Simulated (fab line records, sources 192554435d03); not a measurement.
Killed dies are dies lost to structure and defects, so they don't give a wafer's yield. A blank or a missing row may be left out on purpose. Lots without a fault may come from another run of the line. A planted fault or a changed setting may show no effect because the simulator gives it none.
Chamber matching | flow n5_finfet | N5_BEOL_M9_DEP_56 on pecvd-03: 3 sister chambers
The step deposits SiCN from 3MS/NH3, target thk 15 nm, time 26.5 s. 14 wafers are shown with their chamber, then 7 later ones without.

WAFERS WITH THEIR CHAMBER
wafer  | chamber | throttle_valve_pct (%) | showerhead_plenum_p_Torr (Torr)
L074.2 | 1       | 9.4                    | 3.654
L074.3 | 2       | 8.9                    | 3.654
L074.4 | 0       | 9.2                    | 3.648
L080.1 | 0       | 9.4                    | 3.660
L080.4 | 2       | 8.8                    | 3.666
L080.5 | 1       | 9.2                    | 3.649
L079.3 | 2       | 9.0                    | 3.646
L079.5 | 1       | 9.5                    | 3.656
L079.6 | 2       | 9.0                    | 3.649
L083.4 | 0       | 9.5                    | 3.667
L083.5 | 2       | 8.6                    | 3.648
L083.6 | 1       | 9.3                    | 3.656
L082.1 | 0       | 9.2                    | 3.653
L082.2 | 2       | 8.9                    | 3.650

SIGNATURES (means of the wafers above)
reading                  | chamber 0 | chamber 1 | chamber 2 | scatter within a chamber
throttle_valve_pct       | 9.325     | 9.350     | 8.867     | 0.145
showerhead_plenum_p_Torr | 3.65700   | 3.65375   | 3.65217   | 0.00677
Rule: a wafer's distance from a chamber is the root of the sum, over the readings, of the square of ((its reading less the chamber's mean) divided by the reading's scatter). The wafer belongs to the nearest chamber; if the next one is less than 2 further off, it can't be placed. The scatter: the root of (the sum of the squares of (reading less its chamber's mean) over the shown wafers, divided by (wafers less chambers)).

WAFERS WITHOUT THEIR CHAMBER
wafer  | throttle_valve_pct (%) | showerhead_plenum_p_Torr (Torr)
L082.4 | 9.6                    | 3.648
L090.1 | 8.7                    | 3.662
L090.4 | 9.4                    | 3.663
L090.6 | 8.8                    | 3.658
L096.2 | 8.9                    | 3.662
L096.3 | 9.4                    | 3.661
L096.4 | 9.4                    | 3.659

WHICH CHAMBER EACH WENT THROUGH
wafer  | from the rows above          | in truth
L082.4 | can't be placed: 1 or 0      | 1
L090.1 | 2                            | 2
L090.4 | can't be placed: 0 or 1      | 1
L090.6 | 2                            | 2
L096.2 | can't be placed: 2 or 0 or 1 | 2
L096.3 | can't be placed: 0 or 1      | 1
L096.4 | can't be placed: 0 or 1      | 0
Placed correctly: 2 of 7. Can't be placed from these rows: 5 (the true chamber is among the candidates in 5). Placed wrongly: 0.
